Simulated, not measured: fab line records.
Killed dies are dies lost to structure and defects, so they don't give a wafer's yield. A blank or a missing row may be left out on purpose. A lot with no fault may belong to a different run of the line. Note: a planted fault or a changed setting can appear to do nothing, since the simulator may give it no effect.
8D (eight disciplines) problem report, filled in by code || flow n5Finfet || the parts of the form that need people (team, actions taken, sign-off) are left out

1. WHAT IS WRONG
At N5_BEOL_M0_SAQP_CD_MEAS_29, cdNm averages 21.63 nm over 3 wafers from 3 lots, while fault-free wafers read 14.96 nm, standard deviation 0.25. Measured from the usual mean, that is +27 standard deviations.
The step: target cd 14.4 nm.
First seen on wafer L133.3, day 8 17:31, on cdSem-02. Wafers with a number at this step in the record: 25, from 9 lots. By rule, "out" or "out of limits" means more than 4 standard deviations away from the usual mean. The rest of the wafers with a number are treated as sound.

2. WHAT IT IS AND WHAT IT IS NOT
{"question": "which readings at this step", "is": "cdNm", "is not": "-"}
{"question": "which lots", "is": "L133, L134, L137", "is not": "L125, L126, L128, L132, L144, L145"}
{"question": "which wafers of those lots", "is": "L133.3, L134.3, L137.3", "is not": "L133.2, L133.6, L134.6, L137.1"}
{"question": "read on which gauges", "is": "cdSem-01, cdSem-02", "is not": "cdSem-03"}
{"question": "when", "is": "from day 8 17:31", "is not": "up to then (14 sound wafers); but 8 sound wafers of L134, L137, L144, L145 came after"}

3. SUSPECTS, AND WHAT RULES EACH OUT
Counting: any tool at a process step up to the reading remains a suspect provided it ran every lot that is out. Sound lots after the first of them don't rule it out here, since some wafers of a struck lot are sound.
- the gauge at N5_BEOL_M0_SAQP_CD_MEAS_29: ruled out. The wafers that are out were read on 2 gauges (cdSem-01, cdSem-02).
- vaporEtch-02 at N5_BEOL_M0_SAQP_RECESS_104 (chemistry HF/NH3, target SiO2, target depth 18 nm, afs cycles 3, sublimation time 60 s): kept. It ran every lot that is out, first L133 (day 8 15:28); its last sound lot up to then is L125 (day 6 08:25).
- aldSin-02 at N5_BEOL_M0_SAQP_SPACER2_ALD_26 (deposits SiO2, target thk 15 nm, pulse time 1 s, purge time 2 s): kept. It ran every lot that is out, first L133 (day 8 16:46); its last sound lot up to then is L132 (day 8 09:57).
The count leaves aldSin-02 at N5_BEOL_M0_SAQP_SPACER2_ALD_26 and vaporEtch-02 at N5_BEOL_M0_SAQP_RECESS_104.

4. THE CAUSE (what the simulator had put in)
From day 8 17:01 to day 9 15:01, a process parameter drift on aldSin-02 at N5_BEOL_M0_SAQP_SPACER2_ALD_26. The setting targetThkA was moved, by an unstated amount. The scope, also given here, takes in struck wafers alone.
Counting left 2 suspects, and this tool is among them.

5. THE CHAIN OF EFFECTS, in route order
One row per reading whose mean, taken over the struck wafers that have a number, lies over 3 standard deviations from the usual. Scope: only readings with a usual standard deviation given in the record; hours: median across lots of the time from each lot's start at the first step in this table that gives one to its start at this step; sigmas: change in usual standard deviations.
{"hours": 0, "step": "N5_BEOL_M0_SAQP_CD_MEAS_29", "reading": "cdNm", "usual": "14.96 nm", "on struck wafers": 21.63, "change": "+6.67", "sigmas": "+27"}
{"hours": 154, "step": "N5_PASSIVATION_PROBE_49", "reading": "defectLimitedYield", "usual": "91.0 %", "on struck wafers": 0.0, "change": -91.0, "sigmas": -61}
{"hours": 154, "step": "N5_PASSIVATION_PROBE_49", "reading": "killed_at_M0_to_M3", "usual": 34, "on struck wafers": 1114, "change": "+1080", "sigmas": "+98"}
{"hours": 154, "step": "N5_PASSIVATION_PROBE_49", "reading": "killedDies", "usual": 106, "on struck wafers": 1180, "change": "+1074", "sigmas": "+63"}
{"hours": 154, "step": "N5_PASSIVATION_PROBE_49", "reading": "killedOnRim", "usual": 14, "on struck wafers": 152, "change": "+138", "sigmas": "+35"}
{"hours": 154, "step": "N5_PASSIVATION_PROBE_49", "reading": "sort_bin_5_function", "usual": "5.2 %", "on struck wafers": 96.6, "change": "+91.4", "sigmas": "+93"}
{"hours": 154, "step": "N5_PASSIVATION_PROBE_49", "reading": "sortNPass", "usual": 1074, "on struck wafers": 0, "change": -1074, "sigmas": -63}
{"hours": 154, "step": "N5_PASSIVATION_PROBE_49", "reading": "sortYieldPct", "usual": "91.0 %", "on struck wafers": 0.0, "change": -91.0, "sigmas": -61}
Here are the process steps it includes:
- N5_PASSIVATION_PROBE_49

6. WHAT WOULD HAVE CAUGHT IT SOONER
The first out-of-limits reading at a measuring or inspecting step in this record came at day 8 17:31, 0 hours after the fault's start at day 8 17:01.
No tool reading at N5_BEOL_M0_SAQP_SPACER2_ALD_26 that has a usual standard deviation in the record was out on any struck wafer, so an alarm limit of 4 standard deviations on those readings would not have fired.
Of the lots that are out (3), L137 began N5_BEOL_M0_SAQP_SPACER2_ALD_26 on aldSin-02 after day 8 17:31. A hold on the tool at that time would have spared it.
